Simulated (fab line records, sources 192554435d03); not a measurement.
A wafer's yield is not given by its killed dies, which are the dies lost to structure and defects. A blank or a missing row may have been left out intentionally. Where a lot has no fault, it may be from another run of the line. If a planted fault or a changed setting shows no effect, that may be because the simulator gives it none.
Split-lot study	flow n5 finfet	7 lots, 21 wafers read, on a route of 1938 steps

== THE SPLIT ITSELF ==
At N5_MOL_CONTACT_COAG_EXPOSE_05 (exposes mask CA, defocus 0 nm), the setting dose mj was moved away from the recipe's 38.25 on 4 of the 21 wafers read, by -3.5% to +5.9%. The other wafers ran this setting at the recipe's value.

== FROM THE SPLIT TO THE READING: what the file shows between them, 2 steps ==
- N5_MOL_CONTACT_COAG_PEB_06: peb time 60 s
- N5_MOL_CONTACT_COAG_DEVELOP_07: develop time 30 s

== THE READING ==
At N5_MOL_CONTACT_COAG_CD_MEAS_08: cd nm in nanometres, against a target cd of 28 nm. Typical for fault-free wafers on this fab line: 27.97 nm, with standard deviation 0.23 nm.

wafer	tool, chamber at the split	dose mj as run	against the recipe	cd nm, nm	against lot-mates on the recipe
L075.1	euv scanner-01, 0	38.25	recipe	28.23	-
L075.3	euv scanner-01, 0	38.25	recipe	28.12	-
L075.4	euv scanner-01, 0	38.25	recipe	27.72	-
L083.1	euv scanner-01, 0	38.25	recipe	27.92	-
L083.2	euv scanner-01, 0	38.25	recipe	27.75	-
L083.6	euv scanner-01, 0	38.25	recipe	27.43	-
L084.3	euv scanner-02, 0	38.25	recipe	28.07	-
L084.4	euv scanner-02, 0	38.25	recipe	27.49	-
L084.6	euv scanner-02, 0	38.25	recipe	28.16	-
L089.1	euv scanner-02, 0	38.25	recipe	27.79	-
L089.2	euv scanner-02, 0	38.25	recipe	27.80	-
L089.4	euv scanner-02, 0	36.92	-3.5%	26.85	-0.95
L091.4	euv scanner-02, 0	40.5	+5.9%	28.81	+0.92
L091.5	euv scanner-02, 0	40.5	+5.9%	29.14	+1.25
L091.6	euv scanner-02, 0	38.25	recipe	27.89	-
L095.3	euv scanner-01, 0	40.16	+5.0%	29.26	+1.05
L095.4	euv scanner-01, 0	38.25	recipe	28.22	-
L095.5	euv scanner-01, 0	38.25	recipe	28.20	-
L097.2	euv scanner-01, 0	38.25	recipe	27.90	-
L097.4	euv scanner-01, 0	38.25	recipe	27.94	-
L097.5	euv scanner-01, 0	38.25	recipe	27.89	-

THE FIT
A straight line over all 21 wafers: cd nm changes by +0.219 nm for each +1% of dose mj; r = +0.89; the points scatter about the line by 0.25 nm.
The same after taking each lot's own level away (the mean of its wafers on the recipe; 21 wafers): +0.203 nm for each +1%; r = +0.93; scatter 0.19 nm.
According to that fit, moving dose mj by its largest amount changes the reading by 1.2 nm.
Measured against the standard deviation above, the lots' own levels, which go from 27.700 to 28.210 nm, span 2.2 times it.
Hence the lot-to-lot level has little effect on the slope; both slopes agree.
Check: for one of the wafers moved furthest among these (+5.9%), held out of the fit, the line's prediction against its lot-mates is +1.3 nm. It came out at +0.92 nm against them.

== THE WHOLE CHAIN: every reading that the file lists as answering this split, in the file's order ==
step	what it does	reading	change (the file's fit)	r (the file's)
N5_MOL_CONTACT_COAG_CD_MEAS_08	target cd 28 nm	cd nm	+0.208 nm for each +1% of the setting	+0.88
N5_MOL_CONTACT_COAG_ETCH_59	etches underlayer in N2/H2, target depth 13 nm, time 10.4 s	MOL_CONTACT_COAG.cd offset nm (the simulator's own value, which no gauge read)	+0.249 nm for each +1% of the setting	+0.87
N5_MOL_CONTACT_COAG_ETCH_105	etches SiARC in CF4, target depth 15.6 nm, time 26 s	MOL_CONTACT_COAG.cd offset nm (the simulator's own value, which no gauge read)	+0.255 nm for each +1% of the setting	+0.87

== THE FILE'S OWN FIT ==
cd nm changes by +0.208 nm for each +1% of dose mj, r = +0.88.
